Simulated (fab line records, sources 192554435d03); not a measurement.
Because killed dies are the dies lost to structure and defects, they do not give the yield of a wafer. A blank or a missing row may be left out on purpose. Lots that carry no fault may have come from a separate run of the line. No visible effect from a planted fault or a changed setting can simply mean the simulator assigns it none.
A struck lot beside a sound one	flow n5_finfet	27 steps out of a route of 1938
Sound: wafers L333.3, L333.5, L333.6. Struck: wafers L340.3, L340.4, L340.6. The cause comes at the end.
At each step with rows: each side's tool, then ch and its chambers, then its first start. Under that, the readings that differ: sound wafers	struck wafers	difference of the means	sigmas: that difference in standard deviations of wafers without a fault.
alike: a reading whose means differ by less than 2 such deviations, as well as words and numbers matching on both sides. not compared: withheld readings; readings where some wafer has no value; bounds like >300 that might hide an equal value; numbers whose values overlap and for which the record gives no deviation.
A row with sigmas, a row that says differs or no value, or rows on one side alone: a step with any of these is where the two part. Numbers that don't overlap but have no deviation are shown without sigmas and don't part them. A reading that every wafer of one side lacks parts them only if that side has two wafers or more.

first, 3 steps without rows for these wafers: N5_BEOL_M1_PRE_CLEAN_60 (time 15 s); N5_BEOL_M1_CO_CAP_55 (material Co, precursor CCTBA/H2, target thk 2 nm, time 102.1 s); N5_BEOL_M1_PRE_CLEAN_56 (time 15 s).
N5_BEOL_M1_DEP_57: deposits SiCN from 3MS/NH3, target thk 8 nm, time 14 s.
  sound on pecvd-02 ch 0,1, day 8 03:15; struck on pecvd-03 ch 0,2, day 11 00:12
  alike: showerhead_plenum_p_Torr, throttle_valve_pct
N5_BEOL_M1_RS_MEAS_58: a four-point-probe measurement.
  struck on film_metro-01, day 11 00:16; sound on film_metro-01, day 8 03:19
  alike: M1_RS
N5_BEOL_M1_INSPECT_59: inspects for defects (darkfield).
  struck on defect_inspect-01, day 11 00:18; sound on defect_inspect-02, day 8 03:20
  alike: raw_defect_count
N5_BEOL_M2_ILD_DEP_00: deposits SiOC from DEMS/O2, target thk 79 nm, time 15.3 s.
  sound on pecvd-02 ch 0,1, day 8 03:23; struck on pecvd-04 ch 1,2, day 11 00:20
  alike: heater_power_w, showerhead_plenum_p_Torr, throttle_valve_pct
N5_BEOL_M2_THK_MEAS_01:
  struck on film_metro-01, day 11 00:24; sound on film_metro-02, day 8 03:28
  alike: M2_ILD_THK
N5_BEOL_M2_PECVD_72: deposits SiO2 from TEOS/O2, target thk 16 nm, time 18 s.
  sound on pecvd-04 ch 0,2, day 8 03:30; struck on pecvd-02 ch 0,1,2, day 11 00:26
  alike: heater_power_w, showerhead_plenum_p_Torr, throttle_valve_pct
N5_BEOL_M2_HM_DEP_02: deposits TiN, target thk 20 nm.
  struck on pvd_sputter-02, day 11 00:40; sound on pvd_sputter-02, day 8 03:43
  alike: throttle_valve_pct
then, 2 steps without rows for these wafers: N5_BEOL_M2_COAT_61 (time 60 s, resist thk 60 nm); N5_BEOL_M2_COAT_62 (time 60 s, resist thk 12 nm).
N5_BEOL_M2_COAT_73: time 60 s, resist thk 5 nm.
  sound on litho_track-01 ch 0, day 8 03:51; struck on litho_track-01 ch 0, day 11 00:47
reading	sound	struck	difference	sigmas
heater_power_total_W (W)	390.1 393.6 393.4	350.4 349.0 350.4	-42.4	-33
plate_temp_C (C)	204.88 204.89 204.93	186.44 186.59 186.78	-18.30	-99 or more
then, 6 steps without rows for these wafers: N5_BEOL_M2_COAT_05 (resist thk 30 nm); N5_BEOL_M2_EBR_07; N5_BEOL_M2_SOFTBAKE_06 (time 60 s); N5_BEOL_M2_EXPOSE_08 (exposes mask M2); N5_BEOL_M2_PEB_09 (peb time 60 s); N5_BEOL_M2_DEVELOP_10 (develop time 30 s).
N5_BEOL_M2_CD_MEAS_11: the cd target is 16.79 nm.
  sound on cd_sem-01 ch 0, day 8 04:14; struck on cd_sem-01 ch 0, day 11 01:04
  alike: cd_nm
N5_BEOL_M2_OVL_MEAS_12:
  sound on overlay-02 ch 0, day 8 04:17; struck on overlay-02 ch 0, day 11 01:06
reading	sound	struck	difference	sigmas
M2_OVL (nm)	-2.3 -2.0 -1.2	-1.1 0.0 0.0	+1.5	+2
N5_BEOL_M2_INSPECT_13: inspects for defects (brightfield).
  struck on defect_inspect-01, day 11 01:09; sound on defect_inspect-02, day 8 04:29
reading	sound	struck	difference	sigmas
raw_defect_count	282 263 304	403 589 516	+220	+3
N5_BEOL_M2_DESCUM_16: chemistry O2, time 7 s.
  sound on rie_diel-04 ch 2,3, day 8 04:31; struck on rie_diel-06 ch 2,3, day 11 01:20
  alike: drypump_motor_current_A, oes_product_au, rf_vpp_V, showerhead_plenum_p_Torr, throttle_valve_pct
  not compared: rf_hours_counter_h
N5_BEOL_M2_ETCH_74: etches underlayer in N2/H2, target depth 6.5 nm, time 5.2 s.
  sound on rie_diel-04 ch 2,3, day 8 04:33; struck on rie_diel-06 ch 2,3, day 11 01:22
reading	sound	struck	difference	sigmas
model.etch.depth_nm (nm)	4.991 5.001 4.998	5.078 5.057 5.053	+0.066	
  alike: bias_w, drypump_motor_current_A, etch_rf_on_time_s, oes_product_au, rf_vpp_V, showerhead_plenum_p_Torr, throttle_valve_pct
  not compared: rf_hours_counter_h
then, 1 step without rows for these wafers: N5_BEOL_M2_ETCH_63 (etches SiARC in CF4, target depth 15.6 nm, time 26 s).
-- a jump in the record: the struck wafers' starts before and after are 3 days apart (it breaks off in module BEOL_M2 and resumes in module BEOL_M4, where the first step shown is number 1111 of the route) --
N5_BEOL_M4_RC_MEAS_101:
  sound on prober-01 ch 0, day 11 01:32; struck on prober-02 ch 0, day 13 16:31
  alike: DIBL_N, DIBL_P, IOFF_N, IOFF_P, ION_N, ION_P, SS_N, SS_P, VT_N, VT_P
-- a jump in the record: the struck wafers' starts before and after are 4 days apart (it breaks off in module BEOL_M4 and resumes in module PASSIVATION, where the first step shown is number 1936 of the route) --
N5_PASSIVATION_PROBE_49:
  record: rows for the struck wafers here (prober-02, day 18 02:12), none for the sound ones

## WHERE THEY PART
At N5_BEOL_M2_COAT_73 first; at N5_PASSIVATION_PROBE_49 last (within this record only).

WHY: what had been put in by the simulator
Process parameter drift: litho_track-01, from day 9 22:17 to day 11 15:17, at N5_BEOL_M2_COAT_73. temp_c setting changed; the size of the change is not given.
